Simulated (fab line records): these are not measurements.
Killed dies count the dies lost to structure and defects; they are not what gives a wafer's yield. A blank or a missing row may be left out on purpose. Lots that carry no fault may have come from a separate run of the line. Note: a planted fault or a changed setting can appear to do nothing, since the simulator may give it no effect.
2 desks, one fault | flow n5 finfet | what lay behind the numbers comes last; until then each desk has only its own

FROM THE METROLOGY DESK
What the gauges read, lot by lot, whatever tool the lot ran on: means of the sampled wafers that have a number. A lot is out of limits, marked OUT, if its mean lies more than 4 standard deviations from the usual mean; the brackets give that distance. Only the readings that lie furthest out on some lot appear, 7 of the 12 it has.
Columns: A = DIBL_N at N5_BEOL_M4_RC_MEAS_101, usual 35.3 mV/V; B = DIBL_P at N5_BEOL_M4_RC_MEAS_101, usual 35 mV/V; C = IOFF_N at N5_BEOL_M4_RC_MEAS_101, usual 0.15 nA/um; D = IOFF_P at N5_BEOL_M4_RC_MEAS_101, usual 0.20 nA/um; E = ION_N at N5_BEOL_M4_RC_MEAS_101, usual 673 uA/um; F = ION_P at N5_BEOL_M4_RC_MEAS_101, usual 462 uA/um; G = SS_P at N5_BEOL_M4_RC_MEAS_101, usual 73.0 mV/dec
lot  | first seen here | A    | B  | C    | D    | E   | F   | G
L788 | day 8 12:38     | 32.9 | 32 | 0.12 | 0.17 | 668 | 462 | 72.2
L791 | day 9 05:55     | 38.8 | 41 | 0.24 | 0.31 | 708 | 486 | 75.1
L793 | day 9 06:55     | 33.8 | 34 | 0.11 | 0.15 | 658 | 452 | 73.0
L797 | day 10 21:14    | 34.7 | 35 | 0.14 | 0.20 | 669 | 465 | 72.5
L804 | day 12 09:24    | 36.5 | 37 | 0.16 | 0.24 | 679 | 465 | 73.6
L805 | day 12 23:45    | 31.6 | 32 | 0.11 | 0.15 | 666 | 461 | 71.6
L806 | day 13 04:21    | 33.9 | 34 | 0.12 | 0.17 | 668 | 464 | 72.6
L810 | day 13 09:18    | 30.8 | 30 | 0.09 | 0.11 | 653 | 449 | 72.3
L809 | day 14 00:22    | 33.3 | 30 | 0.09 | 0.12 | 652 | 447 | 72.0
L811 | day 14 06:27    | 35.8 | 34 | 0.12 | 0.16 | 653 | 448 | 73.5
This desk's finding: nothing out of limits on any of the 10 lots.

AT THE TOOL OWNER'S DESK: rie diel-03
The tool's own readings at N5_BEOL_M15_ETCH_61 (etches BARC in N2/H2, target depth 89 nm, overetch 26.7 nm, time 67.9 s): means of the sampled wafers that have a number, for each lot that ran on this tool. A lot is out of limits, marked OUT, if its mean lies more than 4 standard deviations from the usual mean; the brackets give that distance.
Columns: A = drypump motor current A at N5_BEOL_M15_ETCH_61, usual 5.6 A; B = oes product au at N5_BEOL_M15_ETCH_61, usual 0.66 a.u.; C = rf vpp V at N5_BEOL_M15_ETCH_61, usual 523.1 V; D = showerhead plenum p Torr at N5_BEOL_M15_ETCH_61, usual 2.52 Torr; E = throttle valve pct at N5_BEOL_M15_ETCH_61, usual 17.99 %
lot  | first seen here | A   | B    | C     | D    | E
L788 | day 12 06:52    | 5.2 | 0.72 | 521.3 | 2.46 | 18.05
L793 | day 12 19:20    | 5.3 | 0.62 | 523.5 | 2.53 | 18.19
L797 | day 14 07:56    | 5.2 | 0.66 | 523.0 | 2.52 | 18.17
L811 | day 18 01:21    | 5.5 | 0.76 | 523.6 | 2.52 | 18.07
This desk's finding: nothing out of limits on any of the 4 lots.

TAKEN TOGETHER
At the metrology desk, nothing out of limits was observed.
The tool owner's desk saw nothing out of limits.

WHAT HAD BEEN PUT IN BY THE SIMULATOR
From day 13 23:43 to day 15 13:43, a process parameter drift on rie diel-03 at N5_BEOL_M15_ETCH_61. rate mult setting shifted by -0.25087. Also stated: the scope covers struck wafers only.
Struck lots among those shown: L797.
